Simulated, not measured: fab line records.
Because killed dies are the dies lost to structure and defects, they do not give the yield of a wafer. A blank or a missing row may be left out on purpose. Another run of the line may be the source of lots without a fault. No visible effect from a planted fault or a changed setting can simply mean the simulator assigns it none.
Matching of chambers	flow n5-finfet	N5_BEOL_M11_CURE_72 on uv-cure-01: 3 sister chambers
The step cures SiCOH lowk, time 120 s. 3 wafers are shown with their chamber, then 10 later ones without.

EACH WAFER AND ITS CHAMBER
wafer	chamber	wafer_temp_C_max
L086.3	2	371.3
L087.4	1	371.5
L090.2	0	371.3

WAFERS WITH NO CHAMBER GIVEN
wafer	wafer_temp_C_max
L090.6	371.2
L091.2	370.7
L091.3	371.1
L091.4	370.7
L092.2	371.6
L092.4	370.9
L092.6	371.2
L094.2	371.2
L094.3	370.8
L094.5	371.1

CHAMBER TAKEN BY EACH
wafer	from the rows above	in truth
L090.6	can't be placed: 0 or 2 or 1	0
L091.2	can't be placed: 0 or 2 or 1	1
L091.3	can't be placed: 0 or 2 or 1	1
L091.4	can't be placed: 0 or 2 or 1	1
L092.2	can't be placed: 1 or 0 or 2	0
L092.4	can't be placed: 0 or 2 or 1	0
L092.6	can't be placed: 0 or 2 or 1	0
L094.2	can't be placed: 0 or 2 or 1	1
L094.3	can't be placed: 0 or 2 or 1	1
L094.5	can't be placed: 0 or 2 or 1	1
Placed correctly: 0 of 10. Not placeable from these rows: 10 (in 10, the candidates include the true chamber). Wrongly placed: 0.
How it was worked out, from the rows above alone: a wafer's distance from a chamber is the root of the sum, over the readings, of the square of ((its reading less the chamber's mean) divided by the reading's scatter). If the next closest chamber is less than 2 further off than the closest, the wafer can't be placed; otherwise it belongs to the closest. The mean given for a chamber averages the wafers shown for that chamber. The scatter: with one shown wafer a chamber, the root of the mean of the squares of how far each hidden wafer lies from its nearest shown one.
